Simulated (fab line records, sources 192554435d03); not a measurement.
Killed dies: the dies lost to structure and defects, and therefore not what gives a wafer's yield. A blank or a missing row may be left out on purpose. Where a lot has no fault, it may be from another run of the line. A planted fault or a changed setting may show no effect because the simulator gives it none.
A lot that was struck, set against a sound lot	flow n5-finfet	15 out of 1938 route steps
Sound: the wafers L988.1, L988.2, L988.3. Struck: wafer L976.3; the same lot's L976.1 was not struck, so it is left out; see the end for the cause.
At each step with rows: each side's tool, then ch and its chambers, then its first start. Under that, the readings that differ: sound wafers	struck wafers	difference of the means	sigmas: that difference in standard deviations of wafers without a fault.
alike: readings with means less than 2 such deviations apart, plus words and numbers identical on both sides. not compared: withheld readings, readings lacking a value on some wafer, bounds such as >300 that could conceal the same value, and numbers that have no deviation in the record and whose values overlap.
Wherever a step has rows on one side only, a row that says differs or no value, or a row with sigmas, the two part there. Non-overlapping numbers with no deviation appear without sigmas and do not part them. A reading missing from all wafers of one side parts the sides only when that side holds two or more wafers.

first, 1 step without rows for these wafers: N5_FIN_SAQP_STRIP_53 (strips in N2/H2).
N5_FIN_SAQP_HM_OPEN_73: chemistry CHF3/O2, target SiO2, stops on a-Si, target depth 12 nm, time 16.8 s.
  sound on rie-diel-01 ch 0,2,3, day 6 10:19; struck on rie-diel-02 ch 1, day 3 10:13
  alike: drypump-motor-current-A, oes_f_703_au, oes-product-au, rf-vpp-V, showerhead-plenum-p-Torr, throttle-valve-pct
  not compared: rf-hours-counter-h
then, 1 step without rows for these wafers: N5_FIN_SAQP_STRIP_74 (strips in CHF3/O2).
N5_FIN_SAQP_MANDREL_ETCH_22: etches a-Si in HBr/Cl2, stops on SiNx, target depth 60 nm, bt time 10 s, time 30 s.
  sound on rie-si-04 ch 0,1,3, day 6 10:24; struck on rie-si-04 ch 0, day 3 10:17
  alike: drypump-motor-current-A, oes-product-au, throttle-valve-pct
  not compared: rf-hours-counter-h
N5_FIN_SAQP_STRIP_55: strips in N2/H2.
  sound on rie-diel-06 ch 0,2,3, day 6 10:30; struck on rie-diel-01 ch 2, day 3 10:42
reading	sound	struck	difference	sigmas
rf-hours-counter-h (h)	6 159 117	192	+98	
  alike: bias-power-w, drypump-motor-current-A, oes-product-au, rf-vpp-V, showerhead-plenum-p-Torr, throttle-valve-pct
then, 4 steps without rows for these wafers: N5_FIN_SAQP_STRIP_23 (strips in SPM, time 750 s); N5_FIN_SAQP_SRD_66 (time 30 s); N5_FIN_SAQP_RECESS_75 (chemistry HF/NH3, target SiO2, target depth 14.4 nm, afs cycles 3, sublimation time 60 s); N5_FIN_SAQP_SPACER1_ALD_24 (deposits SiO2, target thk 20.3 nm, pulse time 1 s, purge time 2 s).
N5_FIN_SAQP_SPACER1_ETCHBACK_25: etches SiO2 in CHF3/O2, target depth 24.4 nm, time 12.2 s.
  sound on rie-diel-01 ch 0,1,3, day 6 12:43; struck on rie-diel-01 ch 0, day 3 12:11
reading	sound	struck	difference	sigmas
rf-vpp-V (V)	528 518 530	517	-8	-2
  alike: drypump-motor-current-A, oes_f_703_au, oes-product-au, showerhead-plenum-p-Torr, throttle-valve-pct
  not compared: rf-hours-counter-h
then, 1 step without rows for these wafers: N5_FIN_SAQP_MANDREL1_REMOVE_56 (chemistry HBr/Cl2/O2, target a-Si, stops on SiNx, bt time 10 s).
N5_FIN_SAQP_CD_MEAS_27: the cd target is 20 nm.
  sound on cd-sem-03 ch 0, day 6 12:55; struck on cd-sem-01 ch 0, day 3 12:23
  alike: cd-nm
N5_FIN_SAQP_ETCH_57: etches SiNx in CH3F/O2, target depth 32.5 nm, time 46.4 s.
  sound on rie-diel-02 ch 1,2,3, day 6 13:00; struck on rie-diel-02 ch 2, day 3 12:44
reading	sound	struck	difference	sigmas
etch-rf-on-time-s (s)	46.6 45.3 45.3	66.6	+20.9	+27
rf-hours-counter-h (h)	92 119 204	65	-73	
  alike: drypump-motor-current-A, oes_f_703_au, oes-product-au, rf-vpp-V, showerhead-plenum-p-Torr, throttle-valve-pct
N5_FIN_SAQP_ETCH_65: etches SiO2 in CF4, target depth 4 nm, time 4.4 s.
  sound on rie-si-02 ch 0,1,3, day 6 13:06; struck on rie-si-04 ch 3, day 3 12:51
  alike: drypump-motor-current-A, oes-product-au, throttle-valve-pct
  not compared: rf-hours-counter-h
-- the record jumps here: 6 days lie between the struck wafers' starts before and after (it left off in module FIN_SAQP and takes up again in module BEOL_M4, whose first step shown is number 1111 of the route) --
N5_BEOL_M4_RC_MEAS_101:
  sound on prober-01 ch 0, day 12 13:57; struck on prober-01 ch 0, day 9 20:49
  alike: DIBL_N, DIBL_P, IOFF_N, IOFF_P, ION_N, ION_P, SS_N, SS_P, VT_N, VT_P

WHERE THEY PART
Earliest at N5_FIN_SAQP_SPACER1_ETCHBACK_25; latest, in this record, at N5_FIN_SAQP_ETCH_57. Later steps at which nothing parts them and some readings are alike: N5_FIN_SAQP_ETCH_65, N5_BEOL_M4_RC_MEAS_101.

WHY: what the simulator had put in
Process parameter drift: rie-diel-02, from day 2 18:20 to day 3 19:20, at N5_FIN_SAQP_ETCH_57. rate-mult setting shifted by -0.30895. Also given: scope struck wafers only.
